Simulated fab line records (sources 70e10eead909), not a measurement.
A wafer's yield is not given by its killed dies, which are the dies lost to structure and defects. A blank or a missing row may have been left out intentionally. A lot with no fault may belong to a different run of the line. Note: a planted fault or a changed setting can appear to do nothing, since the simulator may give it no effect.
fab line records	flow nand_harc
record: lots: 5	wafers: 15	last_day: 34
route steps=1302 shown P_GATE@170 END@1302
lots untouched by any fault: they come from a run of this same line in which no faults occurred
start_h: the number of hours between the record's first day and the start of the first shown wafer of the lot	wait_h: hours from the lot's prior step to this one	" same as the row above	L1.1+2: several wafers, shown together as one row	- no value, or no start given	* or withheld: withheld	< > ~ a bound
route shown NAME@n: NAME is a module with steps in the file, n the number in the route of the first one	usual: mean/standard deviation of fault-free wafers	same: alike in all rows	chamber/n: place in a boat	sites: per-site readings	_std_site: standard deviation of those values	_edge_site: outer sites' mean less inner sites'	radius_mm: how far each site lies from the wafer's centre	mask NAME#n: copy n	behind: the most recent tool/chamber to have shaped the wafer	hold: why the lot went on hold/how many hours it stayed there/how the hold came to an end	device: transistor that didn't switch, given as n, p or np	end of line: tests of these same wafers at the route's end	a step without rows: its recipe alone	killed: count of dies lost to structure and defects at first sort (not the wafer's yield)	map: the dies of a wafer, with x for killed, . for not killed, _ for no die there
set.NAME: the setting that was run; set.NAME@STEP: the one run at that earlier step	model.NAME: the simulator's own value behind a step, which no gauge read
a table for each step, a row for each wafer; lots at some steps of the route
services: from which hour (start_h, from the record's first day; less than 0 if before it) a tool's chamber was out of use, for how many hours, and why
== steps ==
step: NHARC_P_GATE_CD_MEAS_46
recipe: target_cd_nm: 720	landing_energy_ev: 500
usual: cd_nm: 720.6/2.4
lot.wafer	tool	chamber	start_h	wait_h	cd_nm
L841.1	cd_sem-01	0	176.14	-	722.6
L841.2	"	0	"	"	720.4
L841.3	"	0	"	"	721.5
L842.1	cd_sem-02	0	176.70	-	718.6
L842.3	"	0	"	"	718.2
L842.4	"	0	"	"	721.8
L846.2	cd_sem-02	0	221.44	-	722.9
L846.5	"	0	"	"	723.5
L846.6	"	0	"	"	725.1
L855.3	cd_sem-03	0	304.90	-	717.3
L855.4	"	0	"	"	721.6
L855.6	"	0	"	"	720.4
L857.3	cd_sem-02	0	332.26	-	721.6
L857.4	"	0	"	"	718.2
L857.5	"	0	"	"	720.1
step: NHARC_P_GATE_HARDBAKE_47
recipe: temp_c: 125	time_s: 80
step: NHARC_P_GATE_DESCUM_48
recipe: time_s: 3	o2_flow_sccm: 200	ar_flow_sccm: 0	bias_power_w: 0	chemistry: O2
usual: chamber_pressure_mTorr: 60.01/0.053	drypump_motor_current_A: 5.8/0.38	o2_flow_sccm: 200.0/0.59	oes_product_au: 1.002/0.01	rf_vpp_V: 57.8/0.87	showerhead_plenum_p_Torr: 1.93/0.087	throttle_valve_pct: 11.312/0.0094
same: bias_power_w: 0
lot.wafer	tool	chamber	start_h	wait_h	chamber_pressure_mTorr	drypump_motor_current_A	o2_flow_sccm	oes_product_au	rf_hours_counter_h	rf_vpp_V	showerhead_plenum_p_Torr	throttle_valve_pct
L841.2	rie_diel-05	2	176.30	-	59.97	5.5	199.5	1.002	4	57.4	1.86	11.316
L841.3	"	3	"	"	60.03	6.5	200.4	1.003	6	58.0	2.06	11.321
L841.1	"	1	"	"	59.97	6.0	199.6	1.027	5	56.7	1.91	11.307
L842.3	rie_diel-06	3	176.86	-	60.08	5.7	201.3	1.009	2	58.3	2.02	11.320
L842.4	"	0	"	"	60.09	5.5	199.3	1.003	2	58.4	1.96	11.304
L842.1	"	2	"	"	59.98	5.5	199.2	1.008	3	56.2	1.79	11.312
L846.2	rie_diel-05	3	221.63	-	60.06	6.5	200.7	0.997	8	56.6	2.06	11.311
L846.6	"	1	"	"	60.01	6.0	199.8	1.007	-	57.9	1.91	11.291
L846.5	"	2	"	"	59.96	5.5	200.1	1.000	-	58.8	1.86	11.315
L855.4	rie_diel-12	0	305.08	-	60.01	5.9	199.8	0.997	0	57.8	2.03	11.314
L855.3	"	1	"	"	60.07	5.8	200.5	1.005	0	57.8	1.96	11.322
L855.6	"	2	"	"	59.90	5.9	200.1	0.996	-	56.5	1.79	11.321
L857.4	rie_diel-12	1	332.42	-	59.98	5.8	200.3	1.000	3	58.8	1.96	11.305
L857.3	"	2	"	"	59.99	5.9	201.5	0.990	3	58.2	1.79	11.307
L857.5	"	0	"	"	60.04	5.9	201.7	0.992	-	57.1	2.03	11.300
step: NHARC_P_GATE_IMPLANT_49
recipe: energy_kev: 30	dose_cm2: 3e+15	tilt_deg: 7
step: NHARC_P_GATE_STRIP_111
recipe: power_w: 1500	temp_c: 110	time_s: 250	chemistry: N2/H2
usual: drypump_motor_current_A: 5.88/0.22	heater_power_w: 85/8.6
lot.wafer	tool	chamber	start_h	wait_h	drypump_motor_current_A	heater_power_w	rf_hours_counter_h
L841.1	plasma_asher-01	1	176.68	0.2	6.09	72	0
L841.2	"	0	"	"	5.94	94	0
L841.3	"	1	"	"	6.10	72	-
L842.1	plasma_asher-01	1	177.28	0.2	6.10	72	1
L842.3	"	0	"	"	5.96	95	-
L842.4	"	1	"	"	6.10	73	-
L846.2	plasma_asher-02	1	222.02	0.2	5.80	86	27
L846.5	"	0	"	"	5.47	89	-
L846.6	"	1	"	"	5.83	87	-
L855.4	plasma_asher-01	1	305.52	0.2	6.08	71	-
L855.3	"	0	"	"	5.97	93	-
L855.6	"	0	"	"	5.97	93	-
L857.4	plasma_asher-01	1	332.88	0.2	6.10	75	-
L857.3	"	0	"	"	5.97	93	-
L857.5	"	1	"	"	6.07	73	-
step: NHARC_P_GATE_STRIP_75
recipe: power_w: 1500	temp_c: 250	chemistry: O2
usual: drypump_motor_current_A: 5.88/0.23	heater_power_w: 317/32
lot.wafer	tool	chamber	start_h	wait_h	drypump_motor_current_A	heater_power_w	rf_hours_counter_h
L841.1	plasma_asher-01	1	176.98	0.2	6.10	271	1
L841.2	"	0	"	"	5.96	346	1
L841.3	"	1	"	"	6.10	279	-
L842.1	plasma_asher-01	1	177.54	0.2	6.11	271	1
L842.3	"	0	"	"	5.98	346	-
L842.4	"	1	"	"	6.10	270	-
L846.2	plasma_asher-02	1	222.28	0.2	5.81	313	27
L846.5	"	0	"	"	5.44	331	-
L846.6	"	1	"	"	5.82	315	-
L855.4	plasma_asher-01	1	305.74	0.2	6.10	273	-
L855.3	"	0	"	"	5.96	348	-
L855.6	"	0	"	"	5.94	341	-
L857.4	plasma_asher-01	1	333.10	0.2	6.10	268	-
L857.3	"	0	"	"	5.94	354	-
L857.5	"	1	"	"	6.09	268	-
step: NHARC_P_GATE_STRIP_50
recipe: time_s: 900	temp_c: 130	chemistry: SPM
step: NHARC_P_GATE_DEHYDRATE_51
recipe: temp_c: 150	time_s: 120
step: NHARC_P_GATE_HMDS_52
recipe: time_s: 30
step: NHARC_P_GATE_COAT_53
recipe: spin_rpm: 3000
step: NHARC_P_GATE_SOFTBAKE_54
recipe: temp_c: 122	time_s: 95
step: NHARC_P_GATE_EBR_55
step: NHARC_P_GATE_EXPOSE_56
recipe: na: 0.6	target_cd_nm: 720	dose_mj: 14.81	mask_id: P_PSD
lot.wafer	tool	chamber	start_h	wait_h	mask
L841.1+2+3	krf_scanner-04	0	177.62	-	P_PSD#0
L842.1+3+4	krf_scanner-02	0	178.30	-	P_PSD#0
L846.2+5+6	krf_scanner-02	0	223.04	-	P_HVN#0
L855.3+4+6	krf_scanner-03	0	306.39	-	P_PSD#0
L857.3+4+5	krf_scanner-04	0	333.86	-	P_PSD#0
step: NHARC_P_GATE_PEB_57
recipe: peb_temp_c: 118	peb_time_s: 85
step: NHARC_P_GATE_DEVELOP_58
recipe: time_s: 70
step: NHARC_P_GATE_CD_MEAS_59
recipe: target_cd_nm: 720	landing_energy_ev: 500
usual: cd_nm: 719.9/1.6
lot.wafer	tool	chamber	start_h	wait_h	cd_nm
L841.1	cd_sem-02	0	177.78	-	717.9
L841.2	"	0	"	"	719.8
L841.3	"	0	"	"	719.7
L842.1	cd_sem-02	0	178.46	-	719.7
L842.3	"	0	"	"	718.2
L842.4	"	0	"	"	718.0
L846.2	cd_sem-01	0	223.20	-	-
L846.5	"	0	"	"	-
L846.6	"	0	"	"	-
L855.3	cd_sem-02	0	306.54	-	719.3
L855.4	"	0	"	"	721.0
L855.6	"	0	"	"	718.3
L857.3	cd_sem-03	0	334.01	-	716.7
L857.4	"	0	"	"	718.1
L857.5	"	0	"	"	722.1
step: NHARC_P_GATE_HARDBAKE_60
recipe: temp_c: 125	time_s: 80
step: NHARC_END_SORT_01
recipe: temp_c: 25
usual: killed_at_array: 57/18	killed_at_other: 0.8/1	killed_at_periphery: 3.9/2.8	killed_dies: 62/18	killed_open: 3.4/1.8	killed_short: 2.2/1.6
same: gross_dies: 677
lot.wafer	tool	chamber	start_h	wait_h	hold	killed_at_array	killed_at_other	killed_at_periphery	killed_dies	killed_open	killed_short
L842.1	prober-01	0	622.44	2.5	-	33	0	2	35	5	0
L842.3	prober-01	0	624.02	3.1	-	48	1	5	54	3	2
L842.4	prober-01	0	624.81	3.4	-	28	2	4	34	4	1
L841.1	prober-01	0	630.16	2.5	-	55	1	2	58	5	2
L841.2	prober-01	0	630.96	2.8	-	55	0	1	56	3	1
L841.3	prober-01	0	631.77	3.1	-	58	0	4	62	5	1
L846.2	prober-01	0	677.73	2.8	await_dispo/1.6h/scrap	10	2	665	677	2	2
L846.5	prober-01	0	680.12	3.7	await_dispo/1.6h/scrap	29	1	647	677	3	3
L846.6	prober-01	0	680.91	4.0	await_dispo/1.6h/scrap	29	1	647	677	6	3
L855.3	prober-02	0	777.31	3.1	-	45	4	3	52	2	2
L855.4	prober-02	0	778.12	3.5	-	59	2	6	67	7	7
L855.6	prober-02	0	779.76	4.1	-	51	0	6	57	4	4
killed by level:class
L842.1 A_SLIT:chamber_film_flake=19 A_CHANNEL_HOLE_D2:chamber_film_flake=4 A_CHANNEL_HOLE_D1:chamber_film_flake=3 P_STI:geometric_particle:open=1 A_CHANNEL_FILL_D1:geometric_particle:open=1 A_DECK1_JOINT:geometric_particle:open=1 A_CHANNEL_HOLE_D2:geometric_particle:open=1 A_CONTACT:geometric_particle:open=1
L842.3 A_SLIT:chamber_film_flake=29 A_CHANNEL_HOLE_D2:chamber_film_flake=9 A_DECK1_JOINT:geometric_particle:open=2 A_CHANNEL_HOLE_D1:chamber_film_flake=2 A_CONTACT:chamber_film_flake=2 P_CONTACT:geometric_particle:short=1 P_CONTACT:geometric_particle:open=1 A_CHANNEL_FILL_D1:geometric_particle:short=1
L842.4 A_SLIT:chamber_film_flake=13 A_CHANNEL_HOLE_D2:chamber_film_flake=8 A_CHANNEL_HOLE_D1:chamber_film_flake=3 THIN_TSV:chamber_film_flake=2 P_GATE:geometric_particle:open=1 P_CONTACT:geometric_particle:short=1 A_CHANNEL_FILL_D2:geometric_particle:open=1 A_WL_FILL:geometric_particle:open=1
L841.1 A_CHANNEL_HOLE_D2:chamber_film_flake=23 A_CHANNEL_HOLE_D1:chamber_film_flake=18 A_CONTACT:chamber_film_flake=3 A_CONTACT:geometric_particle:open=2 A_SLIT:chamber_film_flake=2 P_CONTACT:geometric_particle:open=1 A_CHANNEL_FILL_D1:geometric_particle:short=1 A_WL_FILL:geometric_particle:open=1
L841.2 A_CHANNEL_HOLE_D2:chamber_film_flake=25 A_CHANNEL_HOLE_D1:chamber_film_flake=22 A_STAIRCASE:chamber_film_flake=3 P_M1:geometric_particle:open=1 A_DECK1_JOINT:geometric_particle:short=1 A_CHANNEL_HOLE_D2:geometric_particle:open=1 A_M0:geometric_particle:open=1 A_ZERO_WELL:chamber_film_flake=1
L841.3 A_CHANNEL_HOLE_D1:chamber_film_flake=27 A_CHANNEL_HOLE_D2:chamber_film_flake=22 A_STAIRCASE:chamber_film_flake=4 P_M0:geometric_particle:open=1 P_M1:geometric_particle:open=1 A_CHANNEL_FILL_D1:geometric_particle:open=1 A_CHANNEL_HOLE_D2:geometric_particle:short=1 A_CHANNEL_HOLE_D2:geometric_particle:open=1
L846.2 P_GATE:area_expose=664 A_CHANNEL_HOLE_D1:chamber_film_flake=5 A_ZERO_WELL:chamber_film_flake=2 P_M0:geometric_particle:open=1 A_CHANNEL_FILL_D2:geometric_particle:short=1 A_SGD_CUT:geometric_particle:open=1 STARTING-WAFER:geometric_particle:short=1 A_SLIT:chamber_film_flake=1
L846.5 P_GATE:area_expose=645 A_CHANNEL_HOLE_D1:chamber_film_flake=11 A_CONTACT:chamber_film_flake=4 A_SLIT:chamber_film_flake=3 A_SOURCE_PLATE:geometric_particle:short=2 A_WL_FILL:geometric_particle:open=2 A_STAIRCASE:chamber_film_flake=2 A_CHANNEL_FILL_D2:geometric_particle:open=1
L846.6 P_GATE:area_expose=644 A_CHANNEL_HOLE_D1:chamber_film_flake=8 A_SGD_CUT:geometric_particle:open=4 A_SLIT:chamber_film_flake=2 A_WL_FILL:chamber_film_flake=2 A_CONTACT:chamber_film_flake=2 A_BLC:chamber_film_flake=2 P_M0:geometric_particle:open=1
L855.3 A_SLIT:chamber_film_flake=21 A_CHANNEL_HOLE_D1:chamber_film_flake=13 A_STAIRCASE:chamber_film_flake=4 THIN_TSV:chamber_film_flake=4 P_GATE:chamber_film_flake=2 A_CHANNEL_FILL_D2:chamber_film_flake=2 A_SOURCE_PLATE:geometric_particle:short=1 A_CHANNEL_HOLE_D1:geometric_particle:short=1
L855.4 A_SLIT:chamber_film_flake=30 A_CHANNEL_HOLE_D1:chamber_film_flake=10 A_CHANNEL_FILL_D2:chamber_film_flake=5 A_CHANNEL_FILL_D2:geometric_particle:open=2 A_WL_FILL:geometric_particle:short=2 P_GATE:chamber_film_flake=2 THIN_TSV:chamber_film_flake=2 P_GATE:geometric_particle:open=1
L855.6 A_SLIT:chamber_film_flake=25 A_CHANNEL_HOLE_D1:chamber_film_flake=7 A_STAIRCASE:chamber_film_flake=4 P_GATE:chamber_film_flake=3 A_CHANNEL_FILL_D2:chamber_film_flake=3 P_CONTACT:geometric_particle:open=2 A_M0:geometric_particle:open=2 A_CHANNEL_HOLE_D2:chamber_film_flake=2
map L846.2 (x killed, . not)
____________x____________
_________xxxxxxx_________
_______xxxxxxxxxxx_______
______xxxxxxxxxxxxx______
_____xxxxxxxxxxxxxxx_____
____xxxxxxxxxxxxxxxxx____
____xxxxxxxxxxxxxxxxx____
___xxxxxxxxxxxxxxxxxxx___
___xxxxxxxxxxxxxxxxxxx___
__xxxxxxxxxxxxxxxxxxxxx__
__xxxxxxxxxxxxxxxxxxxxx__
_xxxxxxxxxxxxxxxxxxxxxxx_
_xxxxxxxxxxxxxxxxxxxxxxx_
_xxxxxxxxxxxxxxxxxxxxxxx_
_xxxxxxxxxxxxxxxxxxxxxxx_
_xxxxxxxxxxxxxxxxxxxxxxx_
xxxxxxxxxxxxxxxxxxxxxxxxx
xxxxxxxxxxxxxxxxxxxxxxxxx
xxxxxxxxxxxxxxxxxxxxxxxxx
xxxxxxxxxxxxxxxxxxxxxxxxx
xxxxxxxxxxxxxxxxxxxxxxxxx
_xxxxxxxxxxxxxxxxxxxxxxx_
_xxxxxxxxxxxxxxxxxxxxxxx_
_xxxxxxxxxxxxxxxxxxxxxxx_
_xxxxxxxxxxxxxxxxxxxxxxx_
_xxxxxxxxxxxxxxxxxxxxxxx_
__xxxxxxxxxxxxxxxxxxxxx__
__xxxxxxxxxxxxxxxxxxxxx__
___xxxxxxxxxxxxxxxxxxx___
___xxxxxxxxxxxxxxxxxxx___
____xxxxxxxxxxxxxxxxx____
____xxxxxxxxxxxxxxxxx____
_____xxxxxxxxxxxxxxx_____
______xxxxxxxxxxxxx______
_______xxxxxxxxxxx_______
_________xxxxxxx_________
____________x____________
map L842.3 (x killed, . not)
____________.____________
_________....x.._________
_______..........._______
______.............______
_____..............._____
____.................____
____.................____
___...........x.......___
___...................___
__.........x...........__
__.....................__
_..................x...._
_....................x.._
_...............x.x.xxx._
_...................xxxx_
_............x....x.xxx._
...................xxxxxx
................x.xxxx...
...................xxxx.x
...................xx..x.
....................xxxx.
_....................xx._
_....................x.._
_....................x.._
_......................._
_....................x.._
__.........x....x......__
__.....................__
___...................___
___..............x....___
____.................____
____.................____
_____..............._____
______.....x.......______
_______xx......x.._______
_________......._________
____________.____________
== services ==
tool	chamber	start_h	hours	kind
rie_diel-05	2	155.74	2.8	repair
plasma_asher-01	-	165.07	9.0	pm
krf_scanner-04	-	182.00	4.0	pm
krf_scanner-02	-	192.68	20.6	repair
rie_diel-06	2	213.22	6.0	repair
plasma_asher-02	-	218.38	1.0	repair
rie_diel-06	3	220.10	6.1	repair
krf_scanner-02	-	220.44	1.0	repair
krf_scanner-03	-	224.00	4.0	pm
rie_diel-05	-	229.66	9.0	pm
rie_diel-05	2	240.45	12.0	repair
plasma_asher-01	-	241.89	0.8	repair
krf_scanner-03	-	247.60	1.2	repair
plasma_asher-02	-	249.00	9.0	pm
krf_scanner-02	-	266.00	4.0	pm
rie_diel-12	-	268.40	9.0	pm
rie_diel-12	3	283.44	5.6	repair
rie_diel-06	2	294.14	7.0	repair
krf_scanner-03	-	294.47	0.6	repair
rie_diel-06	-	307.27	9.0	pm
plasma_asher-01	-	316.57	1.7	repair
krf_scanner-04	-	325.06	1.4	repair
krf_scanner-02	-	333.20	1.0	repair
krf_scanner-03	-	333.84	1.2	repair
== key ==
first_sign: step: NHARC_P_GATE_EXPOSE_56	reading: mask	direction: changed
effect: step: NHARC_P_GATE_CD_MEAS_59	reading: cd_nm	direction: missing
effect: step: NHARC_END_SORT_01	reading: killed_at_periphery	direction: up	sigmas: 99+	usual: 3.9	struck: 653
more_kills_born_at: NHARC_P_GATE_EXPOSE_56@krf_scanner-02: 1953
met_at NHARC_P_GATE_EXPOSE_56
struck_wafers L846.2,L846.5,L846.6
later_rows_left_out L846.2,L846.5,L846.6
tester_left_out L846
onset_between 178.30 223.04
fault: kind: wrong_mask	tool: any	chamber: -	onset_h: 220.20	steps: NHARC_P_GATE_EXPOSE_56	aux_copy: P_HVN#0	scope: struck_lots_only
tester_left_out: of these lots the tester's yield and bins aren't shown, on N5 and GAA mostly nor the transistor test; their killed dies are dies lost to structure and defects alone, not to doping, threshold or leakage, so they don't give the yield
later_rows_left_out: the simulator's readings of these wafers behind a module that went badly wrong aren't trusted and aren't shown, but for the sort
